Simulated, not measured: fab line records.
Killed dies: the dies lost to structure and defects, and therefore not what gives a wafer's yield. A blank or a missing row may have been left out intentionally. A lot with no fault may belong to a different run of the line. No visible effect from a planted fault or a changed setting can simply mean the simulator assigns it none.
fab line records ; flow n5_finfet
record lots=7; wafers=39
route steps=1938 shown BEOL_M10@1488 BEOL_M11@1590 BEOL_M15@1820
start_h: hours from the record's opening day to when the first of the lot's shown wafers began ; wait_h: hours since the lot's step before ; " the same as in the row above ; L1.1+2: one row covering several wafers at once ; - value missing, or start not given ; * or withheld: withheld ; < > ~ a bound
route shown NAME@n: NAME is a module with steps in the file, n the number in the route of the first one ; usual: mean and standard deviation over wafers with no fault ; same: alike in all rows ; chamber/n: place in a boat ; sites: per-site readings ; _std_site: standard deviation of those values ; _edge_site: inner sites' mean taken away from outer sites' mean ; radius_mm: how far each site lies from the wafer's centre ; mask NAME#n: copy n ; behind: the tool/chamber that last shaped the wafer ; hold: reason for holding the lot/hours on hold/outcome of the hold ; device: which transistor (n, p or np) failed to switch ; end of line: at the end of the route, the tests of the same wafers ; a step with no rows: only its recipe ; killed: dies that structure and defects cost at the first sort, which is not the same as the wafer's yield ; map: per-die view of a wafer (x killed, . not killed, _ where there is no die)
set.NAME: the setting the step ran with; set.NAME@STEP: the setting that earlier step ran with ; model.NAME: the simulator's own value behind a step, which no gauge read
lots where settings were altered on purpose, with a table for each step and a row for each wafer
## steps
# step N5_BEOL_M10_ETCH_62
# recipe chemistry=N2/H2; target=SOC; target_depth_a=1100; overetch_a=220; mask_material=SiARC; temp_c=40; time_s=165; ion_energy_ev=200; pressure_mtorr=30; source_w=840; bias_w=150; n2_flow_sccm=200; h2_flow_sccm=200
lot.wafer;tool;chamber;start_h;wait_h;set.time_s;model.SiARC_of_BEOL_M10_COAT_60.thk_nm;model.BEOL_M10.cd_offset_nm
L075.1;rie_diel-06;0;220.44;0.0;165;23.4;1.6
L075.3;rie_diel-06;1;220.44;0.0;165;23.6;1.4
L075.5;rie_diel-06;0;220.44;0.0;165;23.4;0.8
L077.1;rie_diel-03;0;226.79;0.0;165;23.8;0
L077.2;rie_diel-03;1;226.79;0.0;165;23.6;1
L077.3;rie_diel-03;3;226.79;0.0;190.8;22.8;1
L077.4;rie_diel-03;2;226.79;0.0;165;24;0.6
L077.5;rie_diel-03;0;226.79;0.0;190.8;22.6;0.6
L077.6;rie_diel-03;3;226.79;0.0;190.8;22.8;0.2
L078.1+4;rie_diel-01;0,1;231.60;0.0;238.7;20.6;1.8
L078.2;rie_diel-01;3;231.60;0.0;165;24;-0.2
L078.3;rie_diel-01;2;231.60;0.0;165;23.8;0
L078.5;rie_diel-01;3;231.60;0.0;238.7;21;1.6
L078.6;rie_diel-01;2;231.60;0.0;165;23.8;-0.2
L085.1;rie_diel-03;3;297.27;0.0;165;23.8;0
L085.2;rie_diel-03;2;297.27;0.0;165;24;-0.6
L085.3;rie_diel-03;0;297.27;0.0;165;23.6;0.2
L085.4+5;rie_diel-03;1,0;297.27;0.0;213.8;21.8;1.2
L085.6;rie_diel-03;1;297.27;0.0;213.8;21.8;1.4
L094.1;rie_diel-03;2;358.28;0.0;165;23.6;-1
L094.2;rie_diel-03;3;358.28;0.0;165;23.8;-1.2
L094.3;rie_diel-03;0;358.28;0.0;165;23.8;-0.4
L094.4;rie_diel-03;3;358.28;0.0;165;23.8;0
L094.5;rie_diel-03;2;358.28;0.0;165;23.6;-0.6
L094.6;rie_diel-03;0;358.28;0.0;165;23.6;-0.2
L095.1+2;rie_diel-01;1,0;364.48;0.0;165;23.4;0.6
L095.3;rie_diel-01;2;364.48;0.0;165;23.6;0.6
L095.4;rie_diel-01;3;364.48;0.0;165;23.6;-0.6
L095.5;rie_diel-01;3;364.48;0.0;165;23.6;-0.2
L095.6;rie_diel-01;2;364.48;0.0;165;23.6;0.2
L096.1;rie_diel-06;0;397.48;0.0;253;20;2.6
L096.2;rie_diel-06;3;397.48;0.0;253;20.6;2.2
L096.3;rie_diel-06;2;397.48;0.0;165;23.2;-0.2
L096.4;rie_diel-06;1;397.48;0.0;165;23.6;0.4
L096.5;rie_diel-06;1;397.48;0.0;165;23.6;0
L096.6;rie_diel-06;2;397.48;0.0;253;19.6;1.6
# step N5_BEOL_M10_STRIP_68
# recipe chemistry=N2/H2; temp_c=40; n2_flow_sccm=200; h2_flow_sccm=200; rf_frequency_hz=6e+07
# step N5_BEOL_M10_STRIP_67
# recipe chemistry=CF4; resist=SiARC; power_w=300; bias_power_w=75; pressure_mtorr=50; cf4_flow_sccm=150; rf_frequency_hz=6e+07
# step N5_BEOL_M10_HM_OPEN_17
# recipe chemistry=Cl2/BCl3; target_depth_a=200; overetch_a=60; target=TiN; mask_material=SOC; ion_energy_ev=150; pressure_mtorr=10; icp_w=1000; bias_w=126; Cl2_flow_sccm=53.25; bcl3_flow_sccm=21.75; Ar_flow_sccm=25
lot.wafer;tool;chamber;start_h;wait_h;set.time_s@BEOL_M10_ETCH_62;model.etch.depth_nm
L075.1;rie_metal-03;0;220.63;0.0;165;19.84
L075.3;rie_metal-03;0;220.63;0.0;165;20.19
L075.5;rie_metal-03;0;220.63;0.0;165;19.73
L077.1+2;rie_metal-03;1,0;226.97;0.0;165;19.92
L077.3;rie_metal-03;0;226.97;0.0;190.8;17.63
L077.4;rie_metal-03;1;226.97;0.0;165;19.86
L077.5;rie_metal-03;0;226.97;0.0;190.8;17.36
L077.6;rie_metal-03;1;226.97;0.0;190.8;17.58
L078.1;rie_metal-02;1;231.79;0.0;238.7;12.87
L078.2;rie_metal-02;0;231.79;0.0;165;20.15
L078.3;rie_metal-02;0;231.79;0.0;165;19.94
L078.4;rie_metal-02;1;231.79;0.0;238.7;12.97
L078.5;rie_metal-02;1;231.79;0.0;238.7;13.26
L078.6;rie_metal-02;0;231.79;0.0;165;20.25
L085.1;rie_metal-02;1;297.46;0.0;165;20.06
L085.2;rie_metal-02;0;297.46;0.0;165;19.91
L085.3;rie_metal-02;1;297.46;0.0;165;20.16
L085.4;rie_metal-02;0;297.46;0.0;213.8;15.17
L085.5;rie_metal-02;0;297.46;0.0;213.8;15.46
L085.6;rie_metal-02;1;297.46;0.0;213.8;15.3
L094.1;rie_metal-01;1;358.47;0.0;165;19.95
L094.2;rie_metal-01;0;358.47;0.0;165;19.82
L094.3;rie_metal-01;0;358.47;0.0;165;19.92
L094.4;rie_metal-01;1;358.47;0.0;165;20.06
L094.5;rie_metal-01;0;358.47;0.0;165;19.91
L094.6;rie_metal-01;1;358.47;0.0;165;19.88
L095.1;rie_metal-01;1;364.67;0.0;165;20.35
L095.2;rie_metal-01;0;364.67;0.0;165;19.92
L095.3;rie_metal-01;1;364.67;0.0;165;20.09
L095.4;rie_metal-01;0;364.67;0.0;165;19.91
L095.5;rie_metal-01;1;364.67;0.0;165;19.98
L095.6;rie_metal-01;0;364.67;0.0;165;20
L096.1;rie_metal-01;0;397.68;0.0;253;11.83
L096.2;rie_metal-01;1;397.68;0.0;253;11.72
L096.3;rie_metal-01;0;397.68;0.0;165;20.16
L096.4;rie_metal-01;1;397.68;0.0;165;19.96
L096.5;rie_metal-01;0;397.68;0.0;165;20.02
L096.6;rie_metal-01;1;397.68;0.0;253;11.59
# step N5_BEOL_M10_STRIP_19
# recipe chemistry=O2; power_w=400; temp_c=40; pressure_mtorr=30; rf_frequency_hz=6e+07; bias_power_w=0; overash_fraction=0.2; o2_flow_sccm=225
# step N5_BEOL_M10_CD_MEAS_18
# recipe pitch_nm=140; target_cd_nm=70
# usual cd_nm=70.3/0.56
lot.wafer;tool;chamber;start_h;wait_h;set.time_s@BEOL_M10_ETCH_62;cd_nm
L075.1;cd_sem-03;-;220.84;0.0;165;71.2
L075.3;cd_sem-03;-;220.84;0.0;165;71.0
L075.5;cd_sem-03;-;220.84;0.0;165;70.8
L077.1;cd_sem-01;-;227.23;0.0;165;69.8
L077.2;cd_sem-01;-;227.23;0.0;165;70.7
L077.3;cd_sem-01;-;227.23;0.0;190.8;71.3
L077.4;cd_sem-01;-;227.23;0.0;165;70.4
L077.5;cd_sem-01;-;227.23;0.0;190.8;70.5
L077.6;cd_sem-01;-;227.23;0.0;190.8;70.3
L078.1;cd_sem-01;-;231.97;0.0;238.7;72.4
L078.2;cd_sem-01;-;231.97;0.0;165;69.9
L078.3;cd_sem-01;-;231.97;0.0;165;70.1
L078.4;cd_sem-01;-;231.97;0.0;238.7;72.2
L078.5;cd_sem-01;-;231.97;0.0;238.7;-
L078.6;cd_sem-01;-;231.97;0.0;165;70.0
L085.1;cd_sem-03;-;297.65;0.0;165;70.0
L085.2;cd_sem-03;-;297.65;0.0;165;69.6
L085.3;cd_sem-03;-;297.65;0.0;165;69.8
L085.4;cd_sem-03;-;297.65;0.0;213.8;71.6
L085.5;cd_sem-03;-;297.65;0.0;213.8;71.6
L085.6;cd_sem-03;-;297.65;0.0;213.8;71.8
L094.1;cd_sem-03;-;358.71;0.0;165;69.5
L094.2;cd_sem-03;-;358.71;0.0;165;68.9
L094.3;cd_sem-03;-;358.71;0.0;165;69.7
L094.4;cd_sem-03;-;358.71;0.0;165;69.9
L094.5;cd_sem-03;-;358.71;0.0;165;69.6
L094.6;cd_sem-03;-;358.71;0.0;165;70.0
L095.1;cd_sem-02;-;364.94;0.1;165;70.8
L095.2;cd_sem-02;-;364.94;0.1;165;70.8
L095.3;cd_sem-02;-;364.94;0.1;165;70.9
L095.4;cd_sem-02;-;364.94;0.1;165;69.7
L095.5;cd_sem-02;-;364.94;0.1;165;69.8
L095.6;cd_sem-02;-;364.94;0.1;165;69.8
L096.1;cd_sem-02;-;397.89;0.0;253;73.3
L096.2;cd_sem-02;-;397.89;0.0;253;72.7
L096.3;cd_sem-02;-;397.89;0.0;165;70.2
L096.4;cd_sem-02;-;397.89;0.0;165;70.6
L096.5;cd_sem-02;-;397.89;0.0;165;70.1
L096.6;cd_sem-02;-;397.89;0.0;253;72.1
# step N5_BEOL_M10_COAT_63
# recipe resist=SOC; temp_c=250; time_s=60; spin_rpm=1500; resist_thk_nm=100
# step N5_BEOL_M10_COAT_64
# recipe resist=SiARC; temp_c=220; time_s=60; spin_rpm=1500; resist_thk_nm=30
# step N5_BEOL_M10_PRECLEAN_42
# recipe chemistry=residue_remover; time_s=60; temp_c=40
# step N5_BEOL_M10_SRD_43
# recipe time_s=30; temp_c=23; rinse_liquid=diw; dry=ipa_marangoni
# step N5_BEOL_M10_CD_MEAS_35
# recipe target_cd_nm=70; polarity=opening
# usual cd_nm=70.4/0.61
lot.wafer;tool;chamber;start_h;wait_h;set.time_s@BEOL_M10_ETCH_62;cd_nm
L075.1;cd_sem-01;-;222.90;0.0;165;71.2
L075.3;cd_sem-01;-;222.90;0.0;165;71.5
L075.5;cd_sem-01;-;222.90;0.0;165;70.6
L077.1;cd_sem-03;-;231.64;0.0;165;69.8
L077.2;cd_sem-03;-;231.64;0.0;165;70.7
L077.3;cd_sem-03;-;231.64;0.0;190.8;70.6
L077.4;cd_sem-03;-;231.64;0.0;165;70.3
L077.5;cd_sem-03;-;231.64;0.0;190.8;70.5
L077.6;cd_sem-03;-;231.64;0.0;190.8;69.9
L078.1;cd_sem-01;-;233.43;0.0;238.7;72.6
L078.2;cd_sem-01;-;233.43;0.0;165;69.9
L078.3;cd_sem-01;-;233.43;0.0;165;70.0
L078.4;cd_sem-01;-;233.43;0.0;238.7;72.1
L078.5;cd_sem-01;-;233.43;0.0;238.7;-
L078.6;cd_sem-01;-;233.43;0.0;165;69.6
L085.1;cd_sem-02;-;298.73;0.0;165;70.1
L085.2;cd_sem-02;-;298.73;0.0;165;70.0
L085.3;cd_sem-02;-;298.73;0.0;165;69.9
L085.4;cd_sem-02;-;298.73;0.0;213.8;72.1
L085.5;cd_sem-02;-;298.73;0.0;213.8;71.2
L085.6;cd_sem-02;-;298.73;0.0;213.8;72.2
L094.1;cd_sem-01;-;359.86;0.0;165;69.1
L094.2;cd_sem-01;-;359.86;0.0;165;68.4
L094.3;cd_sem-01;-;359.86;0.0;165;69.4
L094.4;cd_sem-01;-;359.86;0.0;165;70.2
L094.5;cd_sem-01;-;359.86;0.0;165;69.4
L094.6;cd_sem-01;-;359.86;0.0;165;69.9
L095.1;cd_sem-02;-;367.31;0.0;165;71.0
L095.2;cd_sem-02;-;367.31;0.0;165;70.6
L095.3;cd_sem-02;-;367.31;0.0;165;70.7
L095.4;cd_sem-02;-;367.31;0.0;165;69.3
L095.5;cd_sem-02;-;367.31;0.0;165;69.9
L095.6;cd_sem-02;-;367.31;0.0;165;70.0
L096.1;cd_sem-01;-;401.54;0.0;253;73.3
L096.2;cd_sem-01;-;401.54;0.0;253;72.8
L096.3;cd_sem-01;-;401.54;0.0;165;69.8
L096.4;cd_sem-01;-;401.54;0.0;165;70.6
L096.5;cd_sem-01;-;401.54;0.0;165;70.7
L096.6;cd_sem-01;-;401.54;0.0;253;72.3
# step N5_BEOL_M11_ALD_74
# recipe material=TaN; target_thk_a=20; temp_c=275; ald_precursor_family=PDMAT; ald_co_reactant=NH3; pressure_torr=3; carrier_flow_sccm=1500; pulse_time_s=2; purge_time_s=3; co_reactant_purge_time_s=2; co_reactant_pulse_time_s=3; ald_cycles=40; precursor_vessel_temp_c=75; precursor_vessel_pressure_torr=26.25; precursor_vessel_carrier_sccm=1000
lot.wafer;tool;chamber;start_h;wait_h;set.ald_cycles;model.TaN_of_BEOL_M11_ALD_74.thk_nm
L075.1+3+5;ald_metal-04;2,1,1;232.45;0.1;40;2
L077.1+5+6;ald_metal-04;2,0,3;241.32;0.0;40;2
L077.2+3+4;ald_metal-04;3,1,0;241.32;0.0;48;2.4
L078.1+2+6;ald_metal-03;1,3,1;244.93;0.0;27;1.4
L078.3+4+5;ald_metal-03;0,2,0;244.93;0.0;40;2
L085.1+2+4;ald_metal-04;1,3,2;307.99;0.0;40;2
L085.3+5+6;ald_metal-04;0,0,3;307.99;0.0;63;3.2
L094.1+3+4;ald_metal-03;1,3,0;370.31;0.0;28;1.4
L094.2+5+6;ald_metal-03;2,3,2;370.31;0.0;40;2
L095.1+4+5;ald_metal-02;2,3,0;377.94;0.1;21;1
L095.2+3+6;ald_metal-02;0,3,2;377.94;0.1;40;2
L096.1+2+3+4+5+6;ald_metal-04;3,0,2,2,0,3;409.81;0.0;40;2
# step N5_BEOL_M15_SPUTTER_44
# recipe material=Ta; target_thk_a=150; temp_c=50; bias_v=80; power_w=15000; chamber_pressure_pa=0.07; time_s=24.19
lot.wafer;tool;chamber;start_h;wait_h;set.time_s;model.Ta_of_BEOL_M15_SPUTTER_44.thk_nm
L075.1;pvd_sputter-02;-;264.30;0.0;24.19;14.8
L075.3;pvd_sputter-02;-;264.30;0.0;24.19;14.6
L075.5;pvd_sputter-02;-;264.30;0.0;24.19;15
L077.1+2;pvd_sputter-01;-;276.97;0.0;24.19;15
L077.3+5;pvd_sputter-01;-;276.97;0.0;10.95;6.8
L077.4;pvd_sputter-01;-;276.97;0.0;10.95;7
L077.6;pvd_sputter-01;-;276.97;0.0;24.19;15.2
L078.1;pvd_sputter-01;-;277.39;0.0;15;9.2
L078.2+3+5;pvd_sputter-01;-;277.39;0.0;24.19;14.8
L078.4+6;pvd_sputter-01;-;277.39;0.0;15;9
L085.1;pvd_sputter-02;-;331.98;0.0;24.19;14.4
L085.2+5;pvd_sputter-02;-;331.98;0.0;24.19;14.6
L085.3+4;pvd_sputter-02;-;331.98;0.0;30.57;18.6
L085.6;pvd_sputter-02;-;331.98;0.0;30.57;18.4
L094.1+3+5;pvd_sputter-03;-;390.07;0.0;14.04;8.8
L094.2;pvd_sputter-03;-;390.07;0.0;24.19;15.2
L094.4+6;pvd_sputter-03;-;390.07;0.0;24.19;15
L095.1+2+4;pvd_sputter-01;-;398.87;0.0;24.19;15
L095.3+5;pvd_sputter-01;-;398.87;0.0;17.57;11
L095.6;pvd_sputter-01;-;398.87;0.0;17.57;10.8
L096.1+5;pvd_sputter-01;-;431.03;0.0;16.08;9.8
L096.2;pvd_sputter-01;-;431.03;0.0;24.19;14.6
L096.3;pvd_sputter-01;-;431.03;0.0;16.08;9.6
L096.4+6;pvd_sputter-01;-;431.03;0.0;24.19;15
# step N5_BEOL_M15_SPUTTER_45
# recipe material=Cu; target_thk_a=1000; temp_c=-20; bias_v=60; power_w=26000; chamber_pressure_pa=0.13; time_s=16.67
# step N5_BEOL_M15_ECD_47
# recipe material=Cu; target_thk_a=18600
# step N5_BEOL_M15_ANNEAL_48
# recipe temp_c=225; time_s=90; ambient=N2
# step N5_BEOL_M15_CMP_49
# recipe stop_on=SiO2; t_overpolish_s=4.9; down_force_psi=2; platen_rpm=80; clearing_platen_down_force_psi=2; clearing_platen_rpm=80; post_cmp_clean=cu_alkaline; target_thk_nm=850; clearing_platen_pad_velocity_m_s=1.5917; pad_velocity_m_s=1.5917
# usual barrier_field_endpoint_s=11.5/0.31
lot.wafer;tool;chamber;start_h;wait_h;set.time_s@BEOL_M15_SPUTTER_44;barrier_field_endpoint_s
L075.1;cmp-02;0;265.05;0.3;24.19;11.8
L075.3;cmp-02;2;265.05;0.3;24.19;11.7
L075.5;cmp-02;0;265.05;0.3;24.19;11.7
L077.2;cmp-02;3;277.98;0.4;24.19;11.4
L077.4;cmp-02;0;277.98;0.4;10.95;8.6
L077.3;cmp-02;1;277.98;0.4;10.95;8.4
L077.1;cmp-02;2;277.98;0.4;24.19;11.4
L077.6;cmp-02;3;277.98;0.4;24.19;11.6
L077.5;cmp-02;0;277.98;0.4;10.95;8.4
L078.1;cmp-03;2;278.24;0.3;15;9.5
L078.3;cmp-03;3;278.24;0.3;24.19;11.2
L078.4;cmp-03;0;278.24;0.3;15;8.7
L078.2;cmp-03;1;278.24;0.3;24.19;11.5
L078.5;cmp-03;2;278.24;0.3;24.19;11.8
L078.6;cmp-03;3;278.24;0.3;15;9.2
L085.1;cmp-02;1;332.72;0.3;24.19;11.2
L085.4;cmp-02;2;332.72;0.3;30.57;12.8
L085.2;cmp-02;3;332.72;0.3;24.19;11.7
L085.3;cmp-02;0;332.72;0.3;30.57;13.2
L085.6;cmp-02;1;332.72;0.3;30.57;12.8
L085.5;cmp-02;2;332.72;0.3;24.19;11.5
L094.2;cmp-01;0;390.91;0.2;24.19;11.9
L094.1;cmp-01;1;390.91;0.2;14.04;9.2
L094.3;cmp-01;2;390.91;0.2;14.04;9.2
L094.4;cmp-01;3;390.91;0.2;24.19;11.4
L094.6;cmp-01;0;390.91;0.2;24.19;11.7
L094.5;cmp-01;1;390.91;0.2;14.04;9.1
L095.3;cmp-02;1;400.51;0.2;17.57;10.0
L095.1;cmp-02;2;400.51;0.2;24.19;11.4
L095.4;cmp-02;3;400.51;0.2;24.19;11.4
L095.2;cmp-02;0;400.51;0.2;24.19;11.7
L095.6;cmp-02;1;400.51;0.2;17.57;9.5
L095.5;cmp-02;2;400.51;0.2;17.57;9.8
L096.4;cmp-03;2;431.77;0.1;24.19;11.4
L096.3;cmp-03;3;431.77;0.1;16.08;9.1
L096.1;cmp-03;0;431.77;0.1;16.08;9.0
L096.2;cmp-03;1;431.77;0.1;24.19;10.8
L096.6;cmp-03;2;431.77;0.1;24.19;11.4
L096.5;cmp-03;3;431.77;0.1;16.08;9.0
## key
split step=N5_BEOL_M10_ETCH_62; setting=time_s; stated=165; by=wafer
response step=N5_BEOL_M10_ETCH_62; reading=model.SiARC_of_BEOL_M10_COAT_60.thk_nm; change=-0.0666; per=1%; r=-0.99
response step=N5_BEOL_M10_ETCH_62; reading=model.BEOL_M10.cd_offset_nm; change=+0.0396; per=1%; r=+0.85
response step=N5_BEOL_M10_HM_OPEN_17; reading=model.etch.depth_nm; change=-0.157; per=1%; r=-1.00
response step=N5_BEOL_M10_CD_MEAS_18; reading=cd_nm; change=+0.049; per=1%; r=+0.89
response step=N5_BEOL_M10_CD_MEAS_35; reading=cd_nm; change=+0.0501; per=1%; r=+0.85
split step=N5_BEOL_M11_ALD_74; setting=ald_cycles; stated=40; by=wafer
response step=N5_BEOL_M11_ALD_74; reading=model.TaN_of_BEOL_M11_ALD_74.thk_nm; change=+0.0205; per=1%; r=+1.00
split step=N5_BEOL_M15_SPUTTER_44; setting=time_s; stated=24.19; by=wafer
response step=N5_BEOL_M15_SPUTTER_44; reading=model.Ta_of_BEOL_M15_SPUTTER_44.thk_nm; change=+0.15; per=1%; r=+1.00
response step=N5_BEOL_M15_CMP_49; reading=barrier_field_endpoint_s; change=+0.0593; per=1%; r=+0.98
